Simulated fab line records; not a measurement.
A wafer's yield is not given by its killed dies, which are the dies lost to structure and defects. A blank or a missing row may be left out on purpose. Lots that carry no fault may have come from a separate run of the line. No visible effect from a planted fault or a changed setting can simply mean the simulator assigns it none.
Which of the tools did it? || flow nandHarc || 18 wafers from 6 lots sampled at 5 of the route's 1302 steps

## WHAT THE GAUGES READ, wafer by wafer
NHARC_END_SORT_01.
lot || measured || on || killedAtArray

## TOOL THAT RAN EACH LOT (tool first, then ch and the chambers of the sampled wafers, then the start)
{"lot": "L368", "NHARC_A_CHANNEL_HOLE_D1_ETCH_16": "rieDiel-09 ch 0,1,2, day 9 16:05 or earlier", "NHARC_A_CHANNEL_HOLE_D1_ETCH_21": "harEtch-01 ch 0,1, day 9 16:05", "NHARC_A_CHANNEL_FILL_D1_ALD_15": "aldSinBatch-03 ch 0, day 10 07:11", "NHARC_A_CHANNEL_FILL_D1_ALD_25": "aldHk-03 ch 1,2,3, day 11 09:07"}
{"lot": "L372", "NHARC_A_CHANNEL_HOLE_D1_ETCH_16": "rieDiel-09 ch 2,3, day 10 20:16 or earlier", "NHARC_A_CHANNEL_HOLE_D1_ETCH_21": "harEtch-01 ch 0,1, day 10 20:16", "NHARC_A_CHANNEL_FILL_D1_ALD_15": "aldSinBatch-01 ch 0, day 11 11:49", "NHARC_A_CHANNEL_FILL_D1_ALD_25": "aldHk-02 ch 0,2,3, day 12 14:50"}
{"lot": "L374", "NHARC_A_CHANNEL_HOLE_D1_ETCH_16": "rieDiel-09 ch 1,2, day 11 21:25 or earlier", "NHARC_A_CHANNEL_HOLE_D1_ETCH_21": "harEtch-01 ch 0,1, day 11 21:25", "NHARC_A_CHANNEL_FILL_D1_ALD_15": "aldSinBatch-01 ch 0, day 12 13:14", "NHARC_A_CHANNEL_FILL_D1_ALD_25": "aldHk-03 ch 0,1, day 13 14:58"}
{"lot": "L385", "NHARC_A_CHANNEL_HOLE_D1_ETCH_16": "rieDiel-09 ch 0,1, day 16 04:01 or earlier", "NHARC_A_CHANNEL_HOLE_D1_ETCH_21": "harEtch-02 ch 0,1, day 16 04:01", "NHARC_A_CHANNEL_FILL_D1_ALD_15": "aldSinBatch-01 ch 0, day 16 19:28", "NHARC_A_CHANNEL_FILL_D1_ALD_25": "aldHk-03 ch 1,2,3, day 18 00:43"}
{"lot": "L386", "NHARC_A_CHANNEL_HOLE_D1_ETCH_16": "rieDiel-09 ch 0,1,3, day 17 10:25 or earlier", "NHARC_A_CHANNEL_HOLE_D1_ETCH_21": "harEtch-02 ch 0,1, day 17 10:25", "NHARC_A_CHANNEL_FILL_D1_ALD_15": "aldSinBatch-01 ch 0, day 18 02:43", "NHARC_A_CHANNEL_FILL_D1_ALD_25": "aldHk-01 ch 0,1,2, day 19 05:16"}
{"lot": "L388", "NHARC_A_CHANNEL_HOLE_D1_ETCH_16": "rieDiel-09 ch 2,3, day 17 23:05 or earlier", "NHARC_A_CHANNEL_HOLE_D1_ETCH_21": "harEtch-01 ch 0,1, day 17 23:05", "NHARC_A_CHANNEL_FILL_D1_ALD_15": "aldSinBatch-01 ch 0, day 18 14:38", "NHARC_A_CHANNEL_FILL_D1_ALD_25": "aldHk-03 ch 0,1,2, day 19 17:53"}
- NHARC_A_CHANNEL_HOLE_D1_ETCH_16: etches the open film in O2/COS, target depth 3100 nm, time 806 s.
- NHARC_A_CHANNEL_HOLE_D1_ETCH_21: etches the open film in C4F8/O2/Ar, time 514.3 s, target depth 1600 nm.
- NHARC_A_CHANNEL_FILL_D1_ALD_15: deposits SiNx, target thk 2 nm, pulse time 60 s, ald cycles 19.
- NHARC_A_CHANNEL_FILL_D1_ALD_25: deposits SiOx, target thk 60 nm, pulse time 10 s, ald cycles 600.

## THE ANSWER, worked out from the rows above alone
Rule: the usual values come from the lots themselves. Put in order of their means at a reading, lots are off if they are a third of the lots or fewer, leave a main group of 4 or more, and stand apart from it by a gap of 3 or more times the standard deviation of the main group's means; of several such gaps the widest counts. A main group is skipped when, at the precision printed for the reading in the tables above, its means are all equal. A lot without any number at a reading at which 4 lots or more have one is off too. All remaining lots with rows at the step are treated as sound.
None of the lots is off at any reading shown; this tells nothing.

## WHAT HAD BEEN PUT IN BY THE SIMULATOR
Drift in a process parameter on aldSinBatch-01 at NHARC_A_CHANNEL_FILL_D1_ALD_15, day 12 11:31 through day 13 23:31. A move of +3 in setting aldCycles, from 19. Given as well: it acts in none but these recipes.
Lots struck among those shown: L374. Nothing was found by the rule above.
